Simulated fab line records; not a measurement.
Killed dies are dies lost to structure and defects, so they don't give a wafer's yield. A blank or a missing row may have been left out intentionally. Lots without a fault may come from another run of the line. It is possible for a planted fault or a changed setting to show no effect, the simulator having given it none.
Chamber matching    flow n5Finfet    aldMetal-03 running N5_BEOL_M3_ALD_84: 4 sister chambers
The step deposits TaN, pulse time 2 s, purge time 3 s, co reactant purge time 2 s. 4 wafers are shown with their chamber, then 8 later ones without.

WAFERS, EACH WITH ITS CHAMBER
wafer   chamber  heaterPowerW (W)
L090.3  0        346
L090.5  1        408
L090.6  2        470
L092.1  3        398

WAFERS MISSING THEIR CHAMBER
wafer   heaterPowerW (W)
L092.2  417
L092.3  477
L092.4  353
L092.5  421
L092.6  482
L096.4  362
L096.5  397
L096.6  467

EACH ONE'S CHAMBER
wafer   from the rows above      in truth
L092.2  can't be placed: 1 or 3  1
L092.3  2                        2
L092.4  0                        0
L092.5  can't be placed: 1 or 3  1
L092.6  2                        2
L096.4  0                        0
L096.5  can't be placed: 3 or 1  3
L096.6  2                        2
Correctly placed: 5 of 8. Cannot be placed on the basis of these rows: 3; the candidates contain the true chamber in 3. Placed wrongly: 0.
How it was worked out, from the rows above alone: a wafer's distance from a chamber is the root of the sum, over the readings, of the square of ((its reading less the chamber's mean) divided by the reading's scatter). If the next closest chamber is less than 2 further off than the closest, the wafer can't be placed; otherwise it belongs to the closest. Each chamber's mean is taken over the wafers shown for it. The scatter (one wafer shown for each chamber): square how far every hidden wafer sits from the nearest shown wafer, average those squares and take the square root.
